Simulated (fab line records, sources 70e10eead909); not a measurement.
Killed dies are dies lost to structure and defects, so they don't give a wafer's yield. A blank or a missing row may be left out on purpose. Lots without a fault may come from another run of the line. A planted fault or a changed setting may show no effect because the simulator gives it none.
Chamber matching | flow nand_harc | NHARC_A_M0_DEP_32 on pecvd-01: 3 sister chambers
The step deposits SiCN, target thk 30 nm. 6 wafers are shown with their chamber, then 10 later ones without.

WAFERS WITH THEIR CHAMBER
wafer  | chamber | heater_power_w (W)
L084.1 | 2       | 544
L092.1 | 2       | 520
L092.3 | 0       | 717
L092.6 | 1       | 636
L092.2 | 1       | 633
L092.4 | 0       | 712

WAFERS WITHOUT THEIR CHAMBER
wafer  | heater_power_w (W)
L092.5 | 501
L094.1 | 575
L094.2 | 808
L094.3 | 523
L094.4 | 803
L094.5 | 585
L094.6 | 523
L096.1 | 447
L096.2 | 609
L096.3 | 708

WHICH CHAMBER EACH WENT THROUGH
wafer  | from the rows above     | in truth
L092.5 | 2                       | 2
L094.1 | can't be placed: 2 or 1 | 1
L094.2 | 0                       | 0
L094.3 | 2                       | 2
L094.4 | 0                       | 0
L094.5 | can't be placed: 1 or 2 | 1
L094.6 | 2                       | 2
L096.1 | 2                       | 2
L096.2 | 1                       | 1
L096.3 | 0                       | 0
Placed correctly: 8 of 10. Can't be placed from these rows: 2 (the true chamber is among the candidates in 2). Placed wrongly: 0.
How it was worked out, from the rows above alone: a wafer's distance from a chamber is the root of the sum, over the readings, of the square of ((its reading less the chamber's mean) divided by the reading's scatter). The wafer belongs to the nearest chamber; if the next one is less than 2 further off, it can't be placed. A chamber's mean is the mean of its shown wafers. The scatter: the root of (the sum of the squares of (reading less its chamber's mean) over the shown wafers, divided by (wafers less chambers)).
